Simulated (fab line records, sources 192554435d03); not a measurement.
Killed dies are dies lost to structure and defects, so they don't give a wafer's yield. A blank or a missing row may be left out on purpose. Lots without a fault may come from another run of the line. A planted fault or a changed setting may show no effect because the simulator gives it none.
A struck lot beside a sound one | flow n5_finfet | 43 steps out of a route of 1938
Sound: wafers L210.1, L210.2, L210.5. Struck: wafers L215.2, L215.3, L215.5. The cause comes at the end.
At each step with rows: each side's tool, then ch and its chambers, then its first start. Under that, the readings that differ: sound wafers | struck wafers | difference of the means | sigmas: that difference in standard deviations of wafers without a fault.
alike: readings whose means differ by less than 2 such deviations, and words and numbers that are the same on both sides. not compared: withheld readings, readings that some wafer has no value for, bounds like >300 that may hide the same value, and numbers for which the record gives no deviation and whose values overlap.
The two part at a step that has a row with sigmas, a row that says differs or no value, or rows on one side only. Numbers that don't overlap but have no deviation are shown without sigmas and don't part them. A reading that every wafer of one side lacks parts them only if that side has two wafers or more.

first, 1 step without rows for these wafers: N5_SD_EPI_P_STRIP_38 (strips in N2/H2).
N5_SD_EPI_P_ETCHBACK_46: etches SiNx in CH3F/O2, stops on SiO2, target depth 17.5 nm.
  sound on rie_diel-03 ch 0,2,3, day 3 04:47; struck on rie_diel-04 ch 2,3, day 4 11:29
  alike: O2_flow_sccm, chamber_pressure_mTorr, drypump_motor_current_A, oes_o_777_au, oes_product_au, rf_vpp_V, showerhead_plenum_p_Torr, throttle_valve_pct
  not compared: rf_hours_counter_h
then, 1 step without rows for these wafers: N5_SD_EPI_P_ETCH_47 (etches SiOCN in CH3F/O2, target depth 25 nm).
N5_SD_EPI_P_ETCH_16: etches SiO2 in CHF3/O2, target depth 5 nm.
  sound on rie_diel-03 ch 0,2,3, day 3 04:59; struck on rie_diel-04 ch 2,3, day 4 11:41
  alike: O2_flow_sccm, chamber_pressure_mTorr, drypump_motor_current_A, oes_o_777_au, oes_product_au, rf_vpp_V, showerhead_plenum_p_Torr, throttle_valve_pct
  not compared: rf_hours_counter_h
then, 8 steps without rows for these wafers: N5_SD_EPI_P_STRIP_50 (strips in CHF3/O2); N5_SD_EPI_P_SD_RECESS_17 (chemistry HBr/Cl2/O2, target depth 39.1 nm, bt time 3 s); N5_SD_EPI_P_WET_ETCH_45 (etches SiO2 in dHF, time 10.7 s, target depth 2 nm, rinse time 30 s); N5_SD_EPI_P_STRIP_40 (strips in N2/H2); N5_SD_EPI_P_PRECLEAN_52 (cleans in O3/DIW, time 60 s); N5_SD_EPI_P_SRD_20 (time 30 s); N5_SD_EPI_P_PRECLEAN_51 (cleans in NF3:NH3, afs cycles 1, time 20 s, sublimation time 60 s); N5_SD_EPI_P_VAPOR_ETCH_44 (etches SiGe30 in NF3/Ar, time 3.3 s).
N5_SD_EPI_P_EPI_21: deposits SiGe:B, time 355 s.
  sound on epi_rpcvd-02 ch 0, day 3 05:50; struck on epi_rpcvd-02 ch 0, day 4 13:02
  reading                                     | sound        | struck               | difference | sigmas
  epi_growth_time_s (s)                       | 355 355 355  | 483.17 483.17 483.17 | +128.17    |
  model.SiGe-B_of_SD_EPI_P_EPI_21.thk_nm (nm) | 61 61.4 60.4 | 73.8 75 74.6         | +13.5      |
N5_SD_EPI_P_EPI_MEAS_23:
  sound on film_metro-01, day 3 08:45; struck on film_metro-01, day 4 15:28
  reading     | sound          | struck         | difference | sigmas
  thk_nm (nm) | 60.6 60.9 60.7 | 75.7 76.6 75.3 | +15.1      | +13
then, 6 steps without rows for these wafers: N5_SD_EPI_P_HM_STRIP_48 (strips SiNx in H3PO4, material SiNx, target depth 3 nm); N5_SD_EPI_P_SRD_49 (time 30 s); N5_SD_EPI_P_PRECLEAN_24 (cleans in O3/DIW, time 45 s); N5_SD_EPI_P_PRECLEAN_32 (cleans in dHF, time 10 s); N5_SD_EPI_P_PRECLEAN_33 (cleans in SC2, time 45 s); N5_SD_EPI_P_SRD_25 (time 30 s).
N5_SD_EPI_P_INSPECT_26: inspects for defects (darkfield).
  sound on defect_inspect-01, day 3 08:56; struck on defect_inspect-01, day 4 15:38
  alike: raw_defect_count
N5_SD_ACTIVATION_RTA_00: time 0 s.
  sound on rtp_anneal-01 ch 0, day 3 08:58; struck on rtp_anneal-01 ch 0, day 4 15:41
  alike: lamp_power_pct, wafer_temp_C_max
N5_SD_ACTIVATION_LSA_01: time 0.0008 s.
  sound on laser_anneal-02 ch 0, day 3 09:10; struck on laser_anneal-02 ch 0, day 4 15:54
  alike: wafer_temp_C_max
N5_SD_ACTIVATION_RS_MEAS_03: measures by four-point-probe.
  sound on film_metro-01, day 3 09:22; struck on film_metro-02, day 4 16:05
  reading          | sound          | struck         | difference | sigmas
  RS_SD_P (ohm/sq) | 56.2 56.2 56.8 | 46.2 45.3 45.9 | -10.6      | -12
  alike: RS_SD_N
N5_SD_ACTIVATION_INSPECT_02: inspects for defects (darkfield).
  sound on defect_inspect-02, day 3 09:41; struck on defect_inspect-02, day 4 16:23
  alike: raw_defect_count
then, 4 steps without rows for these wafers: N5_ILD0_LINER_00 (material SiNx, target thk 4 nm, pulse time 1 s, purge time 2 s); N5_ILD0_FCVD_FILL_01 (material SiO2 flowable, target thk 200 nm, time 328.3 s); N5_ILD0_CURE_02 (time 1800 s); N5_ILD0_CMP_03 (polishes, stops on SiNx, t overpolish 1.9 s, target thk 197.38 nm).
N5_ILD0_THK_MEAS_04:
  sound on film_metro-01, day 3 12:23; struck on film_metro-02, day 4 19:06
  alike: thk_nm
then, 1 step without rows for these wafers: N5_ILD0_CMP_07 (polishes SiO2 flowable, stops on poly-Si, t overpolish 1.18 s, target thk 138.88 nm).
N5_ILD0_THK_MEAS_08:
  sound on film_metro-01, day 3 12:42; struck on film_metro-01, day 4 19:25
  alike: thk_nm
then, 3 steps without rows for these wafers: N5_ILD0_PRECLEAN_10 (cleans in NF3:NH3, afs cycles 5, time 20 s, sublimation time 60 s); N5_ILD0_ALD_15 (deposits SiNx, target thk 24 nm, pulse time 1 s, ald cycles 480); N5_ILD0_CMP_12 (polishes SiNx, stops on poly-Si, t overpolish 6 s, target thk 17.67 nm).
N5_ILD0_THK_MEAS_13:
  sound on film_metro-01, day 3 15:55; struck on film_metro-02, day 4 22:50
  alike: thk_nm
N5_ILD0_INSPECT_06: inspects for defects (darkfield).
  sound on defect_inspect-01, day 3 15:56; struck on defect_inspect-01, day 4 22:51
  alike: raw_defect_count
N5_SDB_HM_DEP_00: deposits SiNx from SiH4/NH3/N2, target thk 40 nm, time 35.3 s.
  sound on pecvd-02 ch 0,2, day 3 15:59; struck on pecvd-02 ch 0,1,2, day 4 22:53
  alike: heater_power_w, showerhead_plenum_p_Torr, throttle_valve_pct
then, 3 steps without rows for these wafers: N5_SDB_COAT_03 (time 60 s, resist thk 100 nm); N5_SDB_COAT_04 (time 60 s, resist thk 18 nm); N5_SDB_COAT_05 (resist thk 90 nm).
N5_MOL_CONTACT_COAG_ETCH_110: etches Si in CF4/O2, target depth 2.5 nm, time 8 s.
  sound on rie_diel-02 ch 0,1,2, day 4 15:22; struck on rie_diel-05 ch 0,3, day 6 00:10
  reading                                     | sound        | struck         | difference | sigmas
  model.SiGe-B_of_SD_EPI_P_EPI_21.thk_nm (nm) | 58 58.6 57.6 | 70.6 71.6 71.2 | +13.1      |
  alike: O2_flow_sccm, chamber_pressure_mTorr, drypump_motor_current_A, oes_o_777_au, oes_product_au, rf_vpp_V, showerhead_plenum_p_Torr, throttle_valve_pct
  not compared: rf_hours_counter_h
-- the record jumps here: 4 days lie between the struck wafers' starts before and after (it left off in module MOL_CONTACT_COAG and takes up again in module BEOL_M4, whose first step shown is number 1111 of the route) --
N5_BEOL_M4_RC_MEAS_101:
  sound on prober-01 ch 0, day 8 12:03; struck on prober-02 ch 0, day 9 23:25
  reading          | sound          | struck         | difference | sigmas
  ION_P (uA/um)    | 463 458 460    | 477 476 484    | +19        | +2
  RS_SD_P (ohm/sq) | 66.1 65.7 66.3 | 54.5 53.6 54.2 | -11.9      | -12
  alike: DIBL_N, DIBL_P, IOFF_N, IOFF_P, ION_N, SS_N, SS_P, VT_N, VT_P

WHERE THEY PART
First at N5_SD_EPI_P_EPI_MEAS_23; last, within this record, at N5_BEOL_M4_RC_MEAS_101.

WHY: what the simulator had put in
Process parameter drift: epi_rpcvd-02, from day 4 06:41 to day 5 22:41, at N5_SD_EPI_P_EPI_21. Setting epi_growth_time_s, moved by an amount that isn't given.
